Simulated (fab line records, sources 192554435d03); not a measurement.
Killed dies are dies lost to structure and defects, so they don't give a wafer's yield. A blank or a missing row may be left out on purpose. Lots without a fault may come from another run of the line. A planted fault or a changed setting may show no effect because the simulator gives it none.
Split-lot experiment | flow n5_finfet | 7 lots, 21 wafers read, on a route of 1938 steps

THE SPLIT
At N5_BEOL_M11_COAT_22 (resist thk 90 nm), the setting spin_rpm was moved away from the recipe's 1500 rpm on 9 of the 21 wafers read, by -9.7% to +8.7%. The other wafers ran this setting at the recipe's value.

FROM THE SPLIT TO THE READING: what the file shows between them, 2 steps
- N5_BEOL_M11_EBR_24
- N5_BEOL_M11_SOFTBAKE_23: time 60 s

THE READING
CAR-ArF_of_BEOL_M11_COAT_22.thk_nm (the simulator's own value, which no gauge read), in nm, at N5_BEOL_M11_DESCUM_33 (chemistry O2, time 7.9 s). The file gives no usual value for it. The 12 wafers here that ran the recipe average 83.3 nm, standard deviation 0.19 nm.

wafer  | tool, chamber at the split | spin_rpm as run, rpm | against the recipe | CAR-ArF_of_BEOL_M11_COAT_22.thk_nm, nm | against lot-mates on the recipe
L080.3 | litho_track-04, 0          | 1577                 | +5.1%              | 81.4                                   | -1.8
L080.5 | litho_track-04, 0          | 1500                 | recipe             | 83.4                                   | -
L080.6 | litho_track-04, 0          | 1500                 | recipe             | 83                                     | -
L082.4 | litho_track-05, 0          | 1630                 | +8.7%              | 79.4                                   | -3.6
L082.5 | litho_track-05, 0          | 1630                 | +8.7%              | 79.8                                   | -3.2
L082.6 | litho_track-05, 0          | 1500                 | recipe             | 83                                     | -
L083.3 | litho_track-04, 0          | 1619                 | +7.9%              | 80                                     | -3.3
L083.4 | litho_track-04, 0          | 1500                 | recipe             | 83.2                                   | -
L083.5 | litho_track-04, 0          | 1500                 | recipe             | 83.4                                   | -
L084.1 | litho_track-05, 0          | 1500                 | recipe             | 83.6                                   | -
L084.3 | litho_track-05, 0          | 1354                 | -9.7%              | 88.2                                   | +4.6
L084.4 | litho_track-05, 0          | 1354                 | -9.7%              | 88.4                                   | +4.8
L086.1 | litho_track-03, 0          | 1500                 | recipe             | 83.2                                   | -
L086.4 | litho_track-03, 0          | 1500                 | recipe             | 83.2                                   | -
L086.6 | litho_track-03, 0          | 1603                 | +6.9%              | 80.6                                   | -2.6
L092.1 | litho_track-03, 0          | 1584                 | +5.6%              | 80.8                                   | -2.4
L092.3 | litho_track-03, 0          | 1584                 | +5.6%              | 80.8                                   | -2.4
L092.4 | litho_track-03, 0          | 1500                 | recipe             | 83.2                                   | -
L097.2 | litho_track-03, 0          | 1500                 | recipe             | 83.4                                   | -
L097.6 | litho_track-03, 0          | 1500                 | recipe             | 83.4                                   | -
L097.4 | litho_track-03, 0          | 1500                 | recipe             | 83.6                                   | -

THE FIT
A straight line over all 21 wafers: CAR-ArF_of_BEOL_M11_COAT_22.thk_nm changes by -0.461 nm for each +1% of spin_rpm; r = -0.99; the points scatter about the line by 0.27 nm.
The same after taking each lot's own level away (the mean of its wafers on the recipe; 21 wafers): -0.435 nm for each +1%; r = -1.00; scatter 0.22 nm.
On that fit, the largest move of spin_rpm shifts the reading by 4.2 nm.
The lots' own levels span 83.00 to 83.60 nm, that is 3.1 times the standard deviation above.
So the lot-to-lot level changes the slope little: the two slopes agree.
Check: with one of the wafers moved furthest among these (-9.7%) left out of the fit, the line predicts +4.26 nm for it against its lot-mates. It came out at +4.6 nm against them.

OTHER SPLITS ON THESE WAFERS
These wafers also went through other splits before the reading. Each is held against what the fit with the lots' levels taken away leaves over:
other split on the same wafers | wafers away from the commonest value | r with CAR-ArF_of_BEOL_M11_COAT_22.thk_nm (lot level and that fit taken away)
N5_BEOL_M10_ETCH_41 source_w   | 6                                    | +0.05

THE WHOLE CHAIN: every reading that the file lists as answering this split, in the file's order
step                  | what it does             | reading                                                                             | change (the file's fit)              | r (the file's)
N5_BEOL_M11_COAT_22   | resist thk 90 nm         | CAR-ArF_of_BEOL_M11_COAT_22.thk_nm (the simulator's own value, which no gauge read) | -0.44 nm for each +1% of the setting | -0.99
N5_BEOL_M11_DESCUM_33 | chemistry O2, time 7.9 s | CAR-ArF_of_BEOL_M11_COAT_22.thk_nm (the simulator's own value, which no gauge read) | -0.42 nm for each +1% of the setting | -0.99

THE FILE'S OWN FIT
CAR-ArF_of_BEOL_M11_COAT_22.thk_nm changes by -0.42 nm for each +1% of spin_rpm, r = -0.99.
